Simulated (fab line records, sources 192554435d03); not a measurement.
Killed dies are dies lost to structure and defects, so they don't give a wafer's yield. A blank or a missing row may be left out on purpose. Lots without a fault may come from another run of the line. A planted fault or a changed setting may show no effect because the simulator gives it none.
Split-lot experiment | flow n5_finfet | 7 lots, 21 wafers read, on a route of 1938 steps

THE SPLIT
At N5_BEOL_M0_ETCH_109 (etches SiCN in CH3F/O2, target depth 8 nm, overetch 2.4 nm, time 27.4 s), the setting bias_w was moved away from the recipe's 75 W on 8 of the 21 wafers read, by -14.3% to +18.0%. The other wafers ran this setting at the recipe's value.

The reading is taken at the split's own step.

THE READING
rf_vpp_V, in V, at N5_BEOL_M0_ETCH_109 (etches SiCN in CH3F/O2, target depth 8 nm, overetch 2.4 nm, time 27.4 s). Fault-free wafers of this fab line usually give 297.4 V, standard deviation 1.5 V.

wafer  | tool, chamber at the split | bias_w as run, W | against the recipe | rf_vpp_V, V | against lot-mates on the recipe
L075.3 | rie_diel-01, 2             | 75               | recipe             | 296.7       | -
L075.4 | rie_diel-01, 3             | 70.65            | -5.8%              | 289.2       | -7.5
L075.6 | rie_diel-01, 2             | 70.65            | -5.8%              | 286.8       | -9.9
L076.2 | rie_diel-03, 2             | 75               | recipe             | 296.1       | -
L076.3 | rie_diel-03, 0             | 84.52            | +12.7%             | 321.2       | +25.1
L076.5 | rie_diel-03, 0             | 84.52            | +12.7%             | 320.9       | +24.8
L078.3 | rie_diel-02, 0             | 75               | recipe             | 296.7       | -
L078.4 | rie_diel-02, 2             | 82.58            | +10.1%             | 315.7       | +18.1
L078.6 | rie_diel-02, 0             | 75               | recipe             | 298.5       | -
L081.1 | rie_diel-02, 2             | 75               | recipe             | 298.6       | -
L081.2 | rie_diel-02, 3             | 75               | recipe             | 298.1       | -
L081.5 | rie_diel-02, 2             | 70.17            | -6.4%              | 286.1       | -12.2
L086.1 | rie_diel-02, 0             | 75               | recipe             | 297.3       | -
L086.2 | rie_diel-02, 2             | 75               | recipe             | 298.4       | -
L086.4 | rie_diel-02, 3             | 75               | recipe             | 298.4       | -
L087.1 | rie_diel-02, 2             | 75               | recipe             | 297.5       | -
L087.3 | rie_diel-02, 3             | 64.27            | -14.3%             | 269.3       | -29.1
L087.4 | rie_diel-02, 0             | 75               | recipe             | 299.4       | -
L096.3 | rie_diel-02, 2             | 75               | recipe             | 298.8       | -
L096.4 | rie_diel-02, 0             | 88.49            | +18.0%             | 330.3       | +32.2
L096.5 | rie_diel-02, 3             | 75               | recipe             | 297.3       | -

THE FIT
A straight line over all 21 wafers: rf_vpp_V changes by +1.84 V for each +1% of bias_w; r = +1.00; the points scatter about the line by 1.1 V.
The same after taking each lot's own level away (the mean of its wafers on the recipe; 21 wafers): +1.88 V for each +1%; r = +1.00; scatter 1.2 V.
On that fit, the largest move of bias_w shifts the reading by 34 V.
The lots' own levels span 296.10 to 298.45 V, that is 1.6 times the standard deviation above.
So the lot-to-lot level changes the slope little: the two slopes agree.
Check: with one of the wafers moved furthest among these (+18.0%) left out of the fit, the line predicts +34.6 V for it against its lot-mates. It came out at +32.2 V against them.
Tool readings at the split's step, against how far the setting was moved: rf_vpp_V r = +1.00.

THE FILE'S OWN FIT
rf_vpp_V changes by +1.88 V for each +1% of bias_w, r = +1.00.
